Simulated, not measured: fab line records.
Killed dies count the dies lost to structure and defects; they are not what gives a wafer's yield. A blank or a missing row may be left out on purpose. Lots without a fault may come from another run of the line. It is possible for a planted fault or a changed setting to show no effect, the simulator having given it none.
Split-lot experiment    flow n5_finfet    7 lots, 21 wafers read, on a route of 1938 steps

## THE SPLIT ITSELF
At N5_SD_EPI_P_DESCUM_14 (chemistry O2, time 7.9 s), the setting time_s was moved away from the recipe's 7.9 s on 7 of the 21 wafers read, by -21.6% to +21.3%. This setting was run at the recipe's value on the other wafers.

Split to reading: the file shows no intervening step.

## THE READING
CAR-ArF-block_of_SD_EPI_P_COAT_03.thk_nm (the simulator's own value, which no gauge read), in nm, at N5_SD_EPI_P_ETCH_36 (etches SiARC in CF4, target depth 45.5 nm, time 75.8 s). There is no usual value for it anywhere in the file. The 14 wafers here that ran the recipe average 111.4 nm, standard deviation 0.63 nm.

wafer   tool, chamber at the split  time_s as run, s  against the recipe  CAR-ArF-block_of_SD_EPI_P_COAT_03.thk_nm, nm  against lot-mates on the recipe
L081.1  rie_diel-03, 2              9.583             +21.3%              109.8                                         -1.2
L081.2  rie_diel-03, 0              7.9               recipe              111                                           -
L081.4  rie_diel-03, 3              9.583             +21.3%              110.2                                         -0.8
L083.1  rie_diel-03, 1              7.9               recipe              111.8                                         -
L083.2  rie_diel-03, 3              7.9               recipe              112                                           -
L083.5  rie_diel-03, 0              7.9               recipe              112.2                                         -
L084.1  rie_diel-03, 1              7.9               recipe              111.6                                         -
L084.5  rie_diel-03, 2              7.9               recipe              111.6                                         -
L084.6  rie_diel-03, 1              7.9               recipe              111.8                                         -
L086.2  rie_diel-05, 3              7.9               recipe              110                                           -
L086.3  rie_diel-05, 2              8.646             +9.4%               110.2                                         +0.2
L086.4  rie_diel-05, 0              8.646             +9.4%               109.6                                         -0.4
L088.1  rie_diel-03, 0              6.192             -21.6%              111.6                                         +1.0
L088.3  rie_diel-03, 2              7.9               recipe              110.8                                         -
L088.6  rie_diel-03, 3              7.9               recipe              110.4                                         -
L091.4  rie_diel-04, 0              6.785             -14.1%              111.8                                         +0.6
L091.5  rie_diel-04, 0              6.785             -14.1%              112                                           +0.8
L091.6  rie_diel-04, 3              7.9               recipe              111.2                                         -
L093.1  rie_diel-03, 0              7.9               recipe              111.8                                         -
L093.3  rie_diel-03, 1              7.9               recipe              111.8                                         -
L093.5  rie_diel-03, 2              7.9               recipe              112                                           -

THE FIT
A straight line over all 21 wafers: CAR-ArF-block_of_SD_EPI_P_COAT_03.thk_nm changes by -0.0535 nm for each +1% of time_s; r = -0.63; the points scatter about the line by 0.67 nm.
The same after taking each lot's own level away (the mean of its wafers on the recipe; 21 wafers): -0.0442 nm for each +1%; r = -0.92; scatter 0.19 nm.
According to that fit, moving time_s by its largest amount changes the reading by 0.96 nm.
The span of the lots' own levels, 110.00 to 112.00 nm, comes to 3.2 times the standard deviation stated above.
So the lot-to-lot level blurs the effect unless lot-mates are compared.
Check: for one of the wafers moved furthest among these (-21.6%), held out of the fit, the line's prediction against its lot-mates is +0.985 nm. Against them it came out at +1 nm.

## THESE WAFERS: OTHER SPLITS
Note: prior to the reading, these wafers also went through further splits. Each is held against what the fit with the lots' levels taken away leaves over:
other split on the same wafers         wafers away from the commonest value  r with CAR-ArF-block_of_SD_EPI_P_COAT_03.thk_nm (lot level and that fit taken away)
N5_ZERO_LAYER_PECVD_02 time_s          4                                     +0.31
N5_WELL_APT_EXPOSE_05 dose_mj          5                                     -0.50
N5_WELL_APT_DEVELOP_07 develop_time_s  9                                     +0.30
N5_FIN_SAQP_PEB_14 peb_time_s          5                                     -0.08
N5_FIN_CUT_COAT_19 spin_rpm            4                                     -0.06
N5_DUMMY_GATE_HM_DEP_06 time_s         15                                    -0.05
N5_DUMMY_GATE_EXPOSE_12 dose_mj        5                                     -0.20
N5_SD_EPI_P_PEB_07 peb_time_s          4                                     -0.12

## FILE'S OWN FIT
CAR-ArF-block_of_SD_EPI_P_COAT_03.thk_nm changes by -0.0444 nm for each +1% of time_s, r = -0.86.
